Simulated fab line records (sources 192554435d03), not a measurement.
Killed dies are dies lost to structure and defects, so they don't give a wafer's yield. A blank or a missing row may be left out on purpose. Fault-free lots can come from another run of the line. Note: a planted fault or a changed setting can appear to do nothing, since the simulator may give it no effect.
Comparing a struck lot with a sound one / flow n5 finfet / 15 out of 1938 route steps
Sound: the wafers L755.4, L755.5, L755.6. Wafers L763.2, L763.4 were the ones struck. The cause comes at the end.
Each step with rows lists, per side, the tool, then ch with its chambers, then its first start. Under that, the readings that differ: sound wafers / struck wafers / difference of the means / sigmas: that difference in standard deviations of wafers without a fault.
alike: readings whose means differ by less than 2 such deviations, and words and numbers that are the same on both sides. not compared: withheld readings, readings that some wafer has no value for, bounds like >300 that may hide the same value, and numbers for which the record gives no deviation and whose values overlap.
The two part at a step that has a row with sigmas, a row that says differs or no value, or rows on one side only. Numbers that don't overlap but have no deviation are shown without sigmas and don't part them. Lack of a reading on every wafer of one side parts them only where that side has two or more wafers.

N5_BEOL_M2_SPUTTER_90: material Cu, target thk 4.5 nm, time 8.29 s.
  struck on pvd sputter-01, day 11 05:16; sound on pvd sputter-02, day 9 08:14
  alike: throttle valve pct
N5_BEOL_M2_ANNEAL_91: time 240 s.
  struck on pvd sputter-01, day 11 05:21; sound on pvd sputter-02, day 9 08:19
  alike: heater power w
then, 2 steps without rows for these wafers: N5_BEOL_M2_SPUTTER_92 (material Cu, target thk 4.5 nm, time 8.29 s); N5_BEOL_M2_ANNEAL_93 (time 240 s).
N5_BEOL_M2_SPUTTER_94: material Cu, target thk 4.5 nm, time 8.29 s.
  struck on pvd sputter-01, day 11 05:43; sound on pvd sputter-02, day 9 08:41
  alike: throttle valve pct
then, 1 step without rows for these wafers: N5_BEOL_M2_ANNEAL_95 (time 240 s).
N5_BEOL_M2_SPUTTER_96: material Cu, target thk 4.5 nm, time 8.29 s.
  struck on pvd sputter-01, day 11 05:56; sound on pvd sputter-02, day 9 08:54
  alike: throttle valve pct
then, 1 step without rows for these wafers: N5_BEOL_M2_ECD_50 (material Cu, target thk 300 nm).
N5_BEOL_M2_ANNEAL_51: time 90 s.
  sound on rtp anneal-02 ch 0, day 9 09:14; struck on rtp anneal-01 ch 0, day 11 06:10
reading=wafer_temp_C_max; sound=226.2 226.7 226.5; struck=225.5 225.7; difference=-0.9; sigmas=-3
then, 1 step without rows for these wafers: N5_BEOL_M2_CMP_52 (polishes, stops on SiOC, t overpolish 6.8 s, target thk 40 nm).
N5_BEOL_M2_THK_MEAS_53: measures by xrf.
  struck on film metro-01, day 11 06:43; sound on film metro-02, day 9 09:41
  alike: M2_THK
then, 1 step without rows for these wafers: N5_BEOL_M2_PRE_CLEAN_60 (time 15 s).
N5_BEOL_M2_CO_CAP_55: material Co, precursor CCTBA/H2, target thk 2 nm, time 102.1 s.
  sound on cvd co-02 ch 0,1,2, day 9 09:52; struck on cvd co-02 ch 0,2, day 11 06:48
reading=run length s (s); sound=124.0 125.6 124.9; struck=55.6 56.6; difference=-68.7; sigmas=-99 or more
reading=model.Co_of_BEOL_M2_CO_CAP_55.thk nm (nm); sound=2 2 2; struck=0.8 0.8; difference=-1.2; sigmas=
  alike: chamber pressure Torr, heater power w
then, 1 step without rows for these wafers: N5_BEOL_M2_PRE_CLEAN_56 (time 15 s).
N5_BEOL_M4_RC_MEAS_101:
  sound on prober-01 ch 0, day 10 09:53; struck on prober-01 ch 0, day 12 19:31
  alike: DIBL_N, DIBL_P, IOFF_N, IOFF_P, ION_N, ION_P, SS_N, SS_P, VT_N, VT_P

== WHERE THEY PART ==
At N5_BEOL_M2_ANNEAL_51 first; at N5_BEOL_M2_CO_CAP_55 last (within this record only). Later steps at which nothing parts them and some readings are alike: N5_BEOL_M4_RC_MEAS_101.

WHY: what had been put in by the simulator
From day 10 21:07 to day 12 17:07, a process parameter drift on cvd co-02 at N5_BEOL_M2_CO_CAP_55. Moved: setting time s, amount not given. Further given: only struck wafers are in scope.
